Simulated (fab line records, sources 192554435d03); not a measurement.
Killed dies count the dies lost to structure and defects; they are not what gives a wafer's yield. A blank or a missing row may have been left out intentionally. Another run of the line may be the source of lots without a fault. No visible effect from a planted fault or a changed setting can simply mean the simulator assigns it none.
Split-lot trial + flow n5-finfet + 39 wafers read across 7 lots, on a route 1938 steps long

ON THE SPLIT
At N5_GATE_CUT_ALD_22 (deposits SiNx, target thk 16 nm, pulse time 1 s, ald cycles 320), the setting ald-cycles was moved away from the recipe's 320 on 12 of the 39 wafers read, by -58.8% to +35.6%. All remaining wafers had this setting at the recipe value.

Reading taken at the split's own step.

THE READING
SiNx_of_GATE_CUT_ALD_22.thk-nm (the simulator's own value, which no gauge read), in nm, at N5_GATE_CUT_ALD_22 (deposits SiNx, target thk 16 nm, pulse time 1 s, ald cycles 320). There is no usual value for it anywhere in the file. Here, 27 wafers ran the recipe; their average is 16.0 nm with a standard deviation of 0.038 nm.

| wafer  | tool, chamber at the split | ald-cycles as run | against the recipe | SiNx_of_GATE_CUT_ALD_22.thk-nm, nm | against lot-mates on the recipe |
|--------|----------------------------|-------------------|--------------------|------------------------------------|---------------------------------|
| L075.1 | ald-sin-01, 0,3,3          | 132               | -58.8%             | 6.6                                | -9.4                            |
| L075.2 | ald-sin-01, 0,3,3          | 132               | -58.8%             | 6.6                                | -9.4                            |
| L075.6 | ald-sin-01, 0,3,3          | 132               | -58.8%             | 6.6                                | -9.4                            |
| L075.3 | ald-sin-01, 1,2,2          | 320               | recipe             | 16                                 | -                               |
| L075.4 | ald-sin-01, 1,2,2          | 320               | recipe             | 16                                 | -                               |
| L075.5 | ald-sin-01, 1,2,2          | 320               | recipe             | 16                                 | -                               |
| L079.1 | ald-sin-01, 2,3            | 434               | +35.6%             | 21.8                               | +5.7                            |
| L079.5 | ald-sin-01, 2,3            | 434               | +35.6%             | 21.8                               | +5.7                            |
| L079.2 | ald-sin-01, 1              | 434               | +35.6%             | 21.6                               | +5.5                            |
| L079.3 | ald-sin-01, 0,2            | 320               | recipe             | 16                                 | -                               |
| L079.6 | ald-sin-01, 0,2            | 320               | recipe             | 16                                 | -                               |
| L079.4 | ald-sin-01, 3              | 320               | recipe             | 16.2                               | -                               |
| L083.1 | ald-sin-01, 1,2,3          | 149               | -53.4%             | 7.4                                | -8.6                            |
| L083.3 | ald-sin-01, 1,2,3          | 149               | -53.4%             | 7.4                                | -8.6                            |
| L083.4 | ald-sin-01, 1,2,3          | 149               | -53.4%             | 7.4                                | -8.6                            |
| L083.2 | ald-sin-01, 0,3,2          | 320               | recipe             | 16                                 | -                               |
| L083.5 | ald-sin-01, 0,3,2          | 320               | recipe             | 16                                 | -                               |
| L083.6 | ald-sin-01, 0,3,2          | 320               | recipe             | 16                                 | -                               |
| L088.1 | ald-sin-04, 3,1,2,0,1,0    | 320               | recipe             | 16                                 | -                               |
| L088.2 | ald-sin-04, 3,1,2,0,1,0    | 320               | recipe             | 16                                 | -                               |
| L088.3 | ald-sin-04, 3,1,2,0,1,0    | 320               | recipe             | 16                                 | -                               |
| L088.4 | ald-sin-04, 3,1,2,0,1,0    | 320               | recipe             | 16                                 | -                               |
| L088.5 | ald-sin-04, 3,1,2,0,1,0    | 320               | recipe             | 16                                 | -                               |
| L088.6 | ald-sin-04, 3,1,2,0,1,0    | 320               | recipe             | 16                                 | -                               |
| L090.1 | ald-sin-01, 1,3,0,2,1,0    | 320               | recipe             | 16                                 | -                               |
| L090.2 | ald-sin-01, 1,3,0,2,1,0    | 320               | recipe             | 16                                 | -                               |
| L090.3 | ald-sin-01, 1,3,0,2,1,0    | 320               | recipe             | 16                                 | -                               |
| L090.4 | ald-sin-01, 1,3,0,2,1,0    | 320               | recipe             | 16                                 | -                               |
| L090.5 | ald-sin-01, 1,3,0,2,1,0    | 320               | recipe             | 16                                 | -                               |
| L090.6 | ald-sin-01, 1,3,0,2,1,0    | 320               | recipe             | 16                                 | -                               |
| L091.1 | ald-sin-04, 2,3,2          | 320               | recipe             | 16                                 | -                               |
| L091.2 | ald-sin-04, 2,3,2          | 320               | recipe             | 16                                 | -                               |
| L091.5 | ald-sin-04, 2,3,2          | 320               | recipe             | 16                                 | -                               |
| L091.3 | ald-sin-04, 1              | 227               | -29.1%             | 11.4                               | -4.6                            |
| L091.6 | ald-sin-04, 1              | 227               | -29.1%             | 11.4                               | -4.6                            |
| L091.4 | ald-sin-04, 0              | 227               | -29.1%             | 11.2                               | -4.8                            |
| L092.1 | ald-sin-04, 1,3,0          | 320               | recipe             | 16                                 | -                               |
| L092.5 | ald-sin-04, 1,3,0          | 320               | recipe             | 16                                 | -                               |
| L092.6 | ald-sin-04, 1,3,0          | 320               | recipe             | 16                                 | -                               |
Rows listing several chambers each stand for several wafers; the file does not say which wafer went through which chamber.

FIT RESULTS
A straight line over all 39 wafers: SiNx_of_GATE_CUT_ALD_22.thk-nm changes by +0.161 nm for each +1% of ald-cycles; r = +1.00; the points scatter about the line by 0.051 nm.
The same after taking each lot's own level away (the mean of its wafers on the recipe; 39 wafers): +0.16 nm for each +1%; r = +1.00; scatter 0.049 nm.
On that fit, the largest move of ald-cycles shifts the reading by 9.4 nm.
Across the lots, their own levels run from 16.00 to 16.07 nm, a range of 1.8 times the standard deviation given above.
The two slopes agree, so the slope changes little with the lot-to-lot level.
Check: -9.42 nm against its lot-mates is what the line predicts for one of the wafers moved furthest among these (-58.8%) when that wafer is left out of the fit. It came out at -9.4 nm against them.

OTHER SPLITS ON THESE WAFERS
Note: prior to the reading, these wafers also went through further splits. Each is held against what the fit with the lots' levels taken away leaves over:
| other split on the same wafers          | wafers away from the commonest value | r with SiNx_of_GATE_CUT_ALD_22.thk-nm (lot level and that fit taken away) |
|-----------------------------------------|--------------------------------------|---------------------------------------------------------------------------|
| N5_ZERO_LAYER_DEVELOP_10 develop-time-s | 15                                   | +0.10                                                                     |
| N5_FIN_CUT_ETCH_21 time-s               | 15                                   | -0.32                                                                     |

THE WHOLE CHAIN: every reading that the file lists as answering this split, in the file's order
| step               | what it does                                                    | reading                                                                         | change (the file's fit)                                                            | r (the file's) |
|--------------------|-----------------------------------------------------------------|---------------------------------------------------------------------------------|------------------------------------------------------------------------------------|----------------|
| N5_GATE_CUT_ALD_22 | deposits SiNx, target thk 16 nm, pulse time 1 s, ald cycles 320 | SiNx_of_GATE_CUT_ALD_22.thk-nm (the simulator's own value, which no gauge read) | +0.16 nm for each +1% of the setting                                               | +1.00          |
| N5_GATE_CUT_CMP_23 | polishes, stops on SiO2, t overpolish 23.4 s, target thk 16 nm  | time-to-endpoint-s                                                              | withheld for each +1% of the setting                                               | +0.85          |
| N5_GATE_CUT_CMP_23 | polishes, stops on SiO2, t overpolish 23.4 s, target thk 16 nm  | SiNx_of_GATE_CUT_ALD_22.thk-nm (the simulator's own value, which no gauge read) | not straight: 6.6 at the lowest setting, 16.01 at the recipe, 16.27 at the highest | not given      |

THE FILE'S OWN FIT
SiNx_of_GATE_CUT_ALD_22.thk-nm changes by +0.16 nm for each +1% of ald-cycles, r = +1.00.
